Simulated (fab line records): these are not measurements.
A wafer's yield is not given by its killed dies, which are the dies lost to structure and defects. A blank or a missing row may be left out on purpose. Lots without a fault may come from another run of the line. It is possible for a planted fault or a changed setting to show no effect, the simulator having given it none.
Matching of chambers | flow n5_finfet | N5_FIN_CUT_CUT_ETCH_26 on rie_diel-04: 3 sister chambers
The step etches SiNx in CH3F/O2, target depth 39 nm, time 55.7 s. 6 wafers are shown with their chamber, then 5 later ones without.

== WAFERS, EACH WITH ITS CHAMBER ==
wafer  | chamber | drypump_motor_current_A (A) | showerhead_plenum_p_Torr (Torr)
L120.6 | 1       | 6.1                         | 2.00
L135.2 | 1       | 6.1                         | 1.98
L136.3 | 2       | 5.7                         | 2.07
L136.4 | 0       | 4.7                         | 1.92
L138.1 | 0       | 4.7                         | 1.91
L138.2 | 2       | 5.8                         | 2.07

== WAFERS MISSING THEIR CHAMBER ==
wafer  | drypump_motor_current_A (A) | showerhead_plenum_p_Torr (Torr)
L138.3 | 6.1                         | 1.98
L140.2 | 4.7                         | 1.91
L140.4 | 4.8                         | 1.91
L141.1 | 4.7                         | 1.91
L141.3 | 5.7                         | 2.07

== WHICH CHAMBER EACH ONE RAN IN ==
wafer  | from the rows above | in truth
L138.3 | 1                   | 1
L140.2 | 0                   | 0
L140.4 | 0                   | 0
L141.1 | 0                   | 0
L141.3 | 2                   | 2
Correctly placed: 5 of 5. Can't be placed from these rows: 0. Wrongly placed: 0.
How it was worked out, from the rows above alone: a wafer's distance from a chamber is the root of the sum, over the readings, of the square of ((its reading less the chamber's mean) divided by the reading's scatter). If the next closest chamber is less than 2 further off than the closest, the wafer can't be placed; otherwise it belongs to the closest. A chamber's mean is the mean of its shown wafers. The scatter: take each reading less its chamber's mean, square it, sum over the shown wafers, divide by the number of wafers less the number of chambers, and take the root.
